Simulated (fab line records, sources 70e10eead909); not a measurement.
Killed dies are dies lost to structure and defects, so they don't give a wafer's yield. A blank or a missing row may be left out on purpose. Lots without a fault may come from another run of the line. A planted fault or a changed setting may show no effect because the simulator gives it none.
fab line records | flow nand_harc
record lots=10 wafers=30 last_day=33
route steps=1302 shown A_CHANNEL_HOLE_D2@603 A_CHANNEL_FILL_D2@613 END@1301
lots that met no fault: from a run of the same line without faults
start_h: hours from the record's first day to the start of the lot's first wafer shown | wait_h: hours since the lot's step before | " the same as in the row above | L1.1+2: a row that stands for several wafers | - no value, or no start given | * or withheld: withheld | < > ~ a bound
route shown NAME@n: a module of which the file shows steps, and the number in the route of the first | usual: mean/standard deviation of fault-free wafers | same: alike in all rows | chamber/n: place in a boat | sites: the reading at each site | _std_site: their standard deviation | _edge_site: outer sites' mean less inner sites' | radius_mm: how far each site lies from the wafer's centre | mask NAME#n: copy n | behind: the tool/chamber that last shaped the wafer | hold: why the lot was held/for how many hours/how that ended | device: the transistor (n, p or np) that didn't switch | end of line: the same wafers' tests at the end of the route | a step without rows: its recipe alone | killed: dies lost to structure and defects at the first sort, not the wafer's yield | map: a wafer's dies, x killed, . not, _ none there
set.NAME: the setting as run; set.NAME@STEP: as run at that earlier step | model.NAME: the simulator's own value behind a step, which no gauge read
steps of the route over a sample of lots; a table a step, a row a wafer
services: from which hour (start_h, from the record's first day; less than 0 if before it) a tool's chamber was out of use, for how many hours, and why
## steps
# step NHARC_A_CHANNEL_HOLE_D2_ETCH_44
# recipe target_depth_a=1400 overetch_a=140 time_s=77 ion_energy_ev=100 cf4_flow_sccm=80 o2_flow_sccm=20 ar_flow_sccm=0 rf_w=300 bias_w=100 chemistry=CF4/O2
# usual drypump_motor_current_A=5.8/0.56 oes_product_au=1.000/0.0074 rf_vpp_V=198.5/1.4 showerhead_plenum_p_Torr=1.37/0.048 throttle_valve_pct=13.397/0.0094
# same time_s=77
# columns lot.wafer tool chamber start_h wait_h drypump_motor_current_A oes_product_au rf_hours_counter_h rf_vpp_V showerhead_plenum_p_Torr throttle_valve_pct
L333.1 rie_diel-01 2 413.52 0.0 5.3 1.010 1 198.5 1.32 13.395
L333.4 " 3 " " 6.5 0.992 1 198.0 1.33 13.390
L333.6 " 3 " " 6.5 0.999 - 197.6 1.33 13.399
L335.3 rie_diel-04 2 421.86 0.1 6.3 0.999 3 199.1 1.43 13.379
L335.4 " 3 " " 6.6 0.989 1 196.3 1.30 13.388
L335.6 " 0 " " 5.5 1.003 - 199.3 1.40 13.401
L337.3 rie_diel-04 0 438.26 0.1 5.4 0.990 4 199.3 1.40 13.395
L337.5 " 1 " " 5.4 0.988 - 198.7 1.34 13.397
L337.6 " 2 " " 6.3 1.002 - 200.1 1.43 13.398
L336.3 rie_diel-01 0 439.81 0.1 5.0 0.989 3 199.8 1.41 13.393
L336.2 " 3 " " 6.5 1.014 3 197.6 1.33 13.391
L336.5 " 0 " " 5.0 1.000 - 198.8 1.41 13.419
L338.2 rie_diel-01 2 459.80 0.1 5.3 1.021 5 198.9 1.32 13.394
L338.6 " 3 " " 6.5 1.009 - 196.5 1.33 13.391
L338.5 " 0 " " 5.0 0.996 - 199.2 1.41 13.400
L341.1 rie_diel-04 2 485.84 0.1 6.3 1.011 6 199.1 1.43 13.401
L341.2 " 3 " " 6.7 1.004 5 197.1 1.30 13.395
L341.5 " 1 " " 5.4 1.001 - 197.7 1.34 13.419
L342.3 rie_diel-04 1 505.07 0.1 5.4 1.012 7 198.9 1.34 13.406
L342.1 " 2 " " 6.3 1.002 7 201.1 1.43 13.399
L342.5 " 0 " " 5.4 0.992 - 198.9 1.40 13.400
L343.4 rie_diel-01 1 505.45 0.1 5.4 0.997 6 200.1 1.43 13.384
L343.6 " 2 " " 5.3 1.012 - 197.8 1.32 13.401
L343.5 " 3 " " 6.5 1.004 - 197.4 1.33 13.411
L344.1 rie_diel-04 2 521.22 0.1 6.3 0.998 8 198.9 1.43 13.393
L344.2 " 3 " " 6.6 1.001 7 196.9 1.30 13.392
L344.4 " 0 " " 5.4 0.996 8 199.4 1.40 13.405
L345.3 rie_diel-01 3 521.38 0.1 6.5 1.010 8 197.6 1.33 13.401
L345.1 " 0 " " 5.0 0.998 7 200.0 1.41 13.399
L345.5 " 0 " " 5.0 0.997 - 199.9 1.41 13.405
# step NHARC_A_CHANNEL_FILL_D2_ALD_03
# recipe target_thk_a=60 pulse_time_s=60 ald_cycles=58 temp_c=630 pressure_torr=2 material=SiNx
# usual precursor_pulse_height_rel=0.999/0.02
# columns lot.wafer tool chamber start_h wait_h precursor_pulse_height_rel
L333.1 ald_sin_batch-02 0 - - 0.993
L333.4 " 0 " " 1.023
L333.6 " 0 " " 1.020
L335.3 ald_sin_batch-01 0 - - 0.994
L335.4 " 0 " " 1.012
L335.6 " 0 " " 0.964
L336.2 ald_sin_batch-01 0 - - 1.001
L336.3 " 0 " " 0.996
L336.5 " 0 " " 1.015
L337.3 ald_sin_batch-01 0 - - 0.961
L337.5 " 0 " " 1.011
L337.6 " 0 " " 1.006
L338.2 ald_sin_batch-03 0 - - 1.001
L338.5 " 0 " " 1.017
L338.6 " 0 " " 0.990
L341.1 ald_sin_batch-03 0 - - 1.002
L341.2 " 0 " " 1.002
L341.5 " 0 " " 1.006
L342.1 ald_sin_batch-03 0 - - 0.991
L342.3 " 0 " " 0.990
L342.5 " 0 " " 0.994
L343.4 ald_sin_batch-03 0 - - 0.981
L343.5 " 0 " " 1.018
L343.6 " 0 " " 0.998
L344.1 ald_sin_batch-03 0 - - 0.997
L344.2 " 0 " " 0.995
L344.4 " 0 " " 0.981
L345.1 ald_sin_batch-03 0 - - 1.045
L345.3 " 0 " " 1.006
L345.5 " 0 " " 0.981
# step NHARC_A_CHANNEL_FILL_D2_ETCHBACK_20
# recipe target_depth_a=270 time_s=13.5 c4f8_flow_sccm=withheld o2_flow_sccm=8 ar_flow_sccm=withheld rf_w=600 bias_w=1500 chemistry=C4F8/O2/Ar
# usual oes_product_au=0.989/0.018 rf_vpp_V=979/5.6
# same time_s=13.5
# columns lot.wafer tool chamber start_h wait_h oes_product_au rf_hours_counter_h rf_vpp_V
L333.4 rie_diel-05 0 438.81 - 0.995 1 975
L333.1 " 3 " " 0.990 1 981
L333.6 " 0 " " 0.994 - 975
L335.3 rie_diel-07 0 447.93 - 1.005 5 979
L335.4 " 1 " " 0.994 5 987
L335.6 " 0 " " 0.996 - 978
L337.3 rie_diel-05 1 463.56 - 1.002 1 985
L337.6 " 2 " " 0.994 - 971
L337.5 " 3 " " 0.996 - 983
L336.2 rie_diel-07 1 463.56 - 0.986 5 987
L336.3 " 2 " " 0.995 5 980
L336.5 " 0 " " 0.994 - 979
L338.2 rie_diel-05 3 484.58 - 0.990 2 981
L338.6 " 2 " " 1.001 - 970
L338.5 " 3 " " 0.990 - 981
L341.1 rie_diel-05 3 511.11 - 0.985 3 981
L341.2 " 0 " " 0.993 3 976
L341.5 " 3 " " 0.991 - 980
L342.1 rie_diel-07 3 530.81 - 0.947 1 973
L342.3 " 2 " " 0.962 1 981
L342.5 " 3 " " 0.954 - 972
L343.4 rie_diel-11 2 530.82 - 0.999 16 981
L343.6 " 1 " " 0.985 - 980
L343.5 " 2 " " 0.999 - 981
L344.1 rie_diel-05 0 546.59 - 0.998 4 974
L344.2 " 1 " " 1.005 4 986
L344.4 " 2 " " 0.992 5 970
L345.1 rie_diel-11 1 546.62 - 0.992 22 980
L345.3 " 2 " " 1.002 19 981
L345.5 " 1 " " 0.993 - 980
# step NHARC_A_CHANNEL_FILL_D2_CVD_05
# recipe target_thk_a=50 temp_c=550 material=poly-Si
# usual spike_tc_bottom_C=572.5/1.8 spike_tc_centre_C=550.8/1.1 spike_tc_top_C=570.6/1.5 zone_power_top_pct=16.2/1.8
# columns lot.wafer tool chamber start_h wait_h spike_tc_bottom_C spike_tc_centre_C spike_tc_top_C zone_power_top_pct
L333.1 lpcvd_poly-02 0 441.49 2.4 574.5 551.6 569.3 14.9
L333.4 " 0 " " 574.4 552.1 569.9 15.4
L333.6 " 0 " " 573.7 548.7 569.8 15.0
L335.3 lpcvd_poly-02 - 450.57 2.4 - - - -
L335.4 " - " " - - - -
L335.6 " - " " - - - -
L336.2 lpcvd_poly-04 - 466.09 2.3 - - - -
L336.3 " - " " - - - -
L336.5 " - " " - - - -
L337.3 lpcvd_poly-04 - 466.09 2.3 - - - -
L337.5 " - " " - - - -
L337.6 " - " " - - - -
L338.2 lpcvd_poly-02 0 487.22 2.4 575.1 550.9 569.7 15.2
L338.5 " 0 " " 575.5 550.8 570.7 15.2
L338.6 " 0 " " 574.8 549.6 570.1 15.0
L341.1 lpcvd_poly-03 0 514.88 3.6 569.7 551.0 569.5 14.5
L341.2 " 0 " " 571.1 551.3 569.7 14.5
L341.5 " 0 " " 569.9 549.8 568.4 14.3
L342.1 lpcvd_poly-02 0 533.47 2.4 573.3 550.0 568.0 15.0
L342.3 " 0 " " 575.2 550.8 571.7 15.2
L342.5 " 0 " " 574.5 551.6 570.5 15.1
L343.4 lpcvd_poly-02 0 533.47 2.4 573.6 550.6 572.9 15.1
L343.5 " 0 " " 573.1 552.5 568.4 15.5
L343.6 " 0 " " 575.1 552.1 572.1 15.1
L344.1 lpcvd_poly-03 0 549.08 2.3 568.7 550.7 568.8 14.5
L344.2 " 0 " " 570.7 552.4 568.0 14.6
L344.4 " 0 " " 571.8 551.2 569.6 14.7
L345.1 lpcvd_poly-03 0 549.08 2.2 569.8 550.6 568.4 14.4
L345.3 " 0 " " 569.9 549.2 568.3 14.6
L345.5 " 0 " " 569.9 551.1 568.2 14.8
# step NHARC_END_WLT_00
# usual VT_DECK1_BOTTOM=0.876/0.0063 VT_DECK1_BOTTOM_INNER=0.876/0.0061 VT_DECK1_MEDIAN_NEAR_BOTTOM=0.877/0.007 VT_DECK1_MEDIAN_NEAR_BOTTOM_INNER=0.878/0.0069 VT_DECK1_MIDDLE=0.889/0.0061 VT_DECK1_MIDDLE_INNER=0.889/0.0062 VT_DECK1_TOP=0.901/0.006 VT_DECK1_TOP_INNER=0.901/0.0065 VT_DECK2_BOTTOM=0.874/0.0068 VT_DECK2_BOTTOM_INNER=0.874/0.0064 VT_DECK2_MEDIAN_NEAR_BOTTOM=0.875/0.0067 VT_DECK2_MEDIAN_NEAR_BOTTOM_INNER=0.875/0.0073 VT_DECK2_MIDDLE=0.886/0.0069 VT_DECK2_MIDDLE_INNER=0.887/0.0076 VT_DECK2_TOP=0.898/0.0082 VT_DECK2_TOP_INNER=0.898/0.0073
# columns lot.wafer tool chamber start_h wait_h hold VT_DECK1_BOTTOM VT_DECK1_BOTTOM_INNER VT_DECK1_MEDIAN_NEAR_BOTTOM VT_DECK1_MEDIAN_NEAR_BOTTOM_INNER VT_DECK1_MIDDLE VT_DECK1_MIDDLE_INNER VT_DECK1_TOP VT_DECK1_TOP_INNER VT_DECK2_BOTTOM VT_DECK2_BOTTOM_INNER VT_DECK2_MEDIAN_NEAR_BOTTOM VT_DECK2_MEDIAN_NEAR_BOTTOM_INNER VT_DECK2_MIDDLE VT_DECK2_MIDDLE_INNER VT_DECK2_TOP VT_DECK2_TOP_INNER
L333.1 prober-02 - 678.70 0.1 - 0.881 0.880 0.882 0.876 0.890 0.897 0.903 0.900 0.875 0.876 0.873 0.879 0.892 0.887 0.916 0.887
L333.4 " - 680.21 1.6 - 0.872 0.881 0.881 0.875 0.887 0.898 0.897 0.911 0.864 0.878 0.872 0.871 0.882 0.883 0.897 0.902
L333.6 " - 681.22 2.6 - 0.877 0.886 0.884 0.892 0.888 0.894 0.897 0.900 0.871 0.870 0.864 0.876 0.883 0.884 0.905 0.900
L335.3 prober-02 - 694.93 1.1 await_dispo/0.2h/release 6.007 5.990 5.992 6.049 5.981 5.999 6.029 5.898 6.045 5.982 6.013 6.014 5.962 5.984 6.003 6.065
L335.4 " - " " await_dispo/0.2h/release 5.948 6.040 5.939 6.036 5.990 5.984 6.020 5.999 5.971 6.018 5.961 5.998 6.076 6.023 5.980 6.036
L335.6 " - 696.44 2.6 await_dispo/0.2h/release 6.021 6.004 5.970 5.998 6.024 6.015 5.996 6.021 6.021 6.006 5.969 5.977 5.963 5.948 6.009 6.039
L335.3 prober-02 - 700.32 4.9 - 6.045 5.953 6.051 5.945 6.047 6.026 5.929 5.971 5.966 5.974 6.022 5.966 5.991 6.022 5.987 5.985
L335.4 " - " " - 6.010 6.010 5.986 5.992 5.975 6.016 6.035 5.981 5.970 5.986 5.999 5.998 5.973 6.016 5.974 6.009
L335.6 " - 701.82 4.9 - 5.973 5.992 5.974 6.039 5.969 5.978 5.948 6.047 5.964 5.941 6.009 6.024 5.989 6.073 5.998 5.995
L337.3 prober-01 - 698.32 1.0 await_dispo/0.2h/release 5.975 6.025 5.976 5.961 6.020 6.001 6.019 6.000 5.961 5.992 6.010 5.999 6.010 6.032 5.968 6.012
L337.5 " - " " await_dispo/0.2h/release 6.037 6.030 6.006 6.005 6.032 6.031 6.014 5.985 6.033 6.016 6.008 5.977 6.025 5.998 6.061 5.968
L337.6 " - " " await_dispo/0.2h/release 6.000 6.055 6.028 5.973 5.997 5.975 5.938 5.981 5.975 5.997 6.005 6.008 6.016 6.062 6.019 6.005
L337.3 prober-01 - 706.09 7.3 - 6.003 6.061 6.018 6.026 5.952 5.989 5.964 5.991 6.012 6.007 5.989 5.975 5.970 6.002 6.012 5.935
L337.5 " - " " - 6.026 5.954 5.977 5.980 6.000 5.962 6.008 5.946 6.016 5.987 6.011 5.974 6.047 5.983 6.013 5.981
L337.6 " - " " - 5.995 5.988 6.069 6.065 6.008 5.981 6.006 6.045 6.045 5.991 6.020 6.001 6.000 6.025 6.053 6.000
L336.2 prober-02 - 704.65 7.4 await_dispo/0.2h/release 6.007 5.995 6.048 6.011 5.992 5.945 5.956 6.040 5.981 6.020 5.997 5.941 6.024 5.974 6.008 6.053
L336.3 " - " " await_dispo/0.2h/release 5.985 5.984 6.039 6.083 6.021 5.984 6.022 6.029 6.076 5.977 6.003 6.042 5.952 5.976 5.967 6.027
L336.5 " - 706.15 8.9 await_dispo/0.2h/release 5.992 5.976 5.973 6.024 5.984 6.003 5.969 6.009 6.020 6.019 6.058 5.990 5.989 6.011 6.020 5.997
L336.2 prober-02 - 712.50 7.3 - 6.030 6.014 5.955 6.028 5.990 5.999 6.015 5.964 6.026 5.980 6.008 5.983 6.013 5.995 6.035 6.020
L336.3 " - " " - 6.063 6.054 6.011 5.966 5.994 6.033 6.014 5.963 5.953 5.952 5.995 6.015 5.977 6.004 5.992 6.011
L336.5 " - 714.00 7.3 - 5.997 6.004 5.996 5.994 6.065 5.978 6.033 6.014 5.986 6.048 5.988 6.035 6.015 6.009 6.052 6.019
L338.2 prober-02 - 733.67 0.6 - 0.868 0.874 0.872 0.872 0.884 0.882 0.904 0.891 0.871 0.872 0.875 0.865 0.876 0.889 0.883 0.890
L338.5 " - 735.17 2.1 - 0.877 0.865 0.862 0.869 0.885 0.889 0.895 0.898 0.863 0.875 0.869 0.865 0.876 0.878 0.889 0.889
L338.6 " - " " - 0.875 0.868 0.867 0.877 0.892 0.889 0.896 0.901 0.867 0.868 0.865 0.861 0.870 0.878 0.896 0.888
L341.1 prober-02 - 762.00 3.3 - 0.885 0.876 0.870 0.876 0.887 0.883 0.899 0.907 0.882 0.884 0.879 0.888 0.900 0.903 0.911 0.915
L341.2 " - " " - 0.875 0.872 0.879 0.877 0.884 0.888 0.903 0.907 0.878 0.879 0.892 0.886 0.894 0.893 0.907 0.905
L341.5 " - 763.98 5.3 - 0.874 0.872 0.878 0.867 0.885 0.895 0.902 0.909 0.883 0.886 0.889 0.891 0.901 0.899 0.904 0.915
L344.1 prober-02 - 769.77 0.6 - 0.880 0.885 0.883 0.877 0.891 0.896 0.916 0.904 0.874 0.871 0.875 0.877 0.894 0.892 0.906 0.898
L344.2 " - " " - 0.887 0.882 0.882 0.888 0.894 0.906 0.912 0.909 0.876 0.869 0.872 0.878 0.880 0.891 0.901 0.909
L344.4 " - 771.27 2.1 - 0.882 0.885 0.881 0.888 0.899 0.892 0.907 0.906 0.887 0.872 0.884 0.883 0.889 0.888 0.899 0.902
L343.4 prober-01 - 770.65 1.5 - 0.876 0.879 0.872 0.879 0.887 0.894 0.900 0.905 0.869 0.872 0.878 0.871 0.893 0.884 0.897 0.887
L343.5 " - " " - 0.870 0.880 0.883 0.882 0.893 0.886 0.907 0.891 0.867 0.867 0.879 0.874 0.881 0.884 0.895 0.896
L343.6 " - " " - 0.869 0.882 0.873 0.876 0.888 0.889 0.902 0.897 0.869 0.868 0.872 0.873 0.876 0.882 0.889 0.896
L342.1 prober-01 - 777.67 0.0 - 0.867 0.872 0.875 0.871 0.889 0.892 0.895 0.894 0.873 0.873 0.869 0.870 0.881 0.889 0.892 0.900
L342.3 " - 778.68 1.1 - 0.870 0.869 0.884 0.874 0.883 0.881 0.898 0.896 0.877 0.872 0.875 0.871 0.887 0.873 0.895 0.896
L342.5 " - 779.70 2.1 - 0.870 0.870 0.881 0.876 0.883 0.882 0.893 0.903 0.873 0.883 0.877 0.880 0.888 0.884 0.898 0.898
L345.1 prober-02 - 777.68 0.1 - 0.877 0.873 0.872 0.877 0.892 0.888 0.896 0.903 0.872 0.881 0.872 0.869 0.889 0.885 0.898 0.901
L345.3 " - 778.69 1.1 - 0.884 0.878 0.874 0.884 0.887 0.889 0.903 0.900 0.876 0.877 0.875 0.873 0.891 0.899 0.910 0.896
L345.5 " - 779.69 2.1 - 0.877 0.881 0.872 0.872 0.881 0.888 0.904 0.904 0.880 0.875 0.877 0.881 0.893 0.888 0.898 0.897
# step NHARC_END_SORT_01
# recipe temp_c=25
# usual defect_limited_yield=90.6/2.7 killed_at_array=59/19 killed_at_other=0.6/0.85 killed_at_periphery=3.8/2.5 killed_dies=64/19 killed_open=3.3/1.8 killed_short=2.2/1.6
# same gross_dies=677
# columns lot.wafer tool chamber start_h wait_h defect_limited_yield[%] killed_at_array killed_at_other killed_at_periphery killed_dies killed_open killed_short
L333.1 prober-02 0 681.72 2.5 89.5 66 0 5 71 3 2
L333.4 prober-02 0 684.13 3.4 90.1 58 0 9 67 0 6
L333.6 prober-02 0 685.74 4.0 90.8 57 0 5 62 7 0
# killed by level:class
L333.1 A_CHANNEL_HOLE_D1:chamber_film_flake=35 A_CHANNEL_HOLE_D2:chamber_film_flake=14 A_CONTACT:chamber_film_flake=6 P_GATE:chamber_film_flake=2 A_SLIT:chamber_film_flake=2 A_STAIRCASE:chamber_film_flake=2 A_WL_FILL:chamber_film_flake=2 P_CONTACT:geometric_particle:open=1
L333.4 A_CHANNEL_HOLE_D1:chamber_film_flake=22 A_CHANNEL_HOLE_D2:chamber_film_flake=20 P_GATE:chamber_film_flake=6 A_STAIRCASE:chamber_film_flake=4 A_ZERO_WELL:chamber_film_flake=3 A_WL_FILL:geometric_particle:short=2 A_CHANNEL_FILL_D1:chamber_film_flake=2 A_WL_FILL:chamber_film_flake=2
L333.6 A_CHANNEL_HOLE_D1:chamber_film_flake=24 A_CHANNEL_HOLE_D2:chamber_film_flake=22 P_GATE:chamber_film_flake=2 A_SLIT:chamber_film_flake=2 A_CONTACT:chamber_film_flake=2 P_ZERO_WELL:geometric_particle:open=1 P_STI:geometric_particle:open=1 P_GATE:geometric_particle:open=1
## services
# columns tool chamber start_h hours kind
lpcvd_poly-03 - 390.49 26.0 pm
rie_diel-07 0 391.09 1.3 repair
rie_diel-04 3 391.62 19.5 repair
rie_diel-05 - 406.60 9.0 pm
lpcvd_poly-04 - 427.57 6.2 repair
rie_diel-04 1 429.84 5.4 repair
rie_diel-11 - 433.48 9.0 pm
rie_diel-05 1 442.91 7.3 repair
rie_diel-04 2 452.62 6.5 repair
rie_diel-07 3 455.45 12.6 repair
rie_diel-01 1 463.63 7.7 repair
rie_diel-01 2 469.07 6.4 repair
rie_diel-07 - 471.22 9.0 pm
rie_diel-04 - 472.34 0.3 repair
rie_diel-05 - 474.99 1.2 repair
rie_diel-05 1 478.64 6.2 repair
rie_diel-04 0 496.20 5.7 repair
rie_diel-05 3 498.95 3.1 repair
rie_diel-04 3 501.64 4.6 repair
ald_sin_batch-01 - 506.00 26.0 pm
rie_diel-01 0 513.02 4.2 repair
rie_diel-01 2 523.54 8.7 repair
rie_diel-04 - 531.94 9.0 pm
rie_diel-07 2 533.52 11.6 repair
## key
first_sign step=NHARC_A_CHANNEL_FILL_D2_CVD_05 reading=tool_record direction=missing
effect step=NHARC_END_WLT_00 reading=VT_DECK1_TOP direction=up sigmas=99+ usual=0.901 struck=5.996
met_at NHARC_A_CHANNEL_FILL_D2_CVD_05
struck_lots L335,L336,L337
tester_left_out L335,L336,L337
not_acting_at NHARC_A_CHANNEL_HOLE_D2_ETCH_44,NHARC_A_CHANNEL_FILL_D2_ALD_03,NHARC_A_CHANNEL_FILL_D2_ETCHBACK_20
onset_between 441.49 450.57
fault kind=skipped_step_whole tool=lpcvd_poly-02,lpcvd_poly-04 chamber=- onset_h=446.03 steps=NHARC_A_CHANNEL_FILL_D2_CVD_05 scope=struck_lots_only
# tester_left_out: of these lots the tester's yield and bins aren't shown, on N5 and GAA mostly nor the transistor test; their killed dies are dies lost to structure and defects alone, not to doping, threshold or leakage, so they don't give the yield
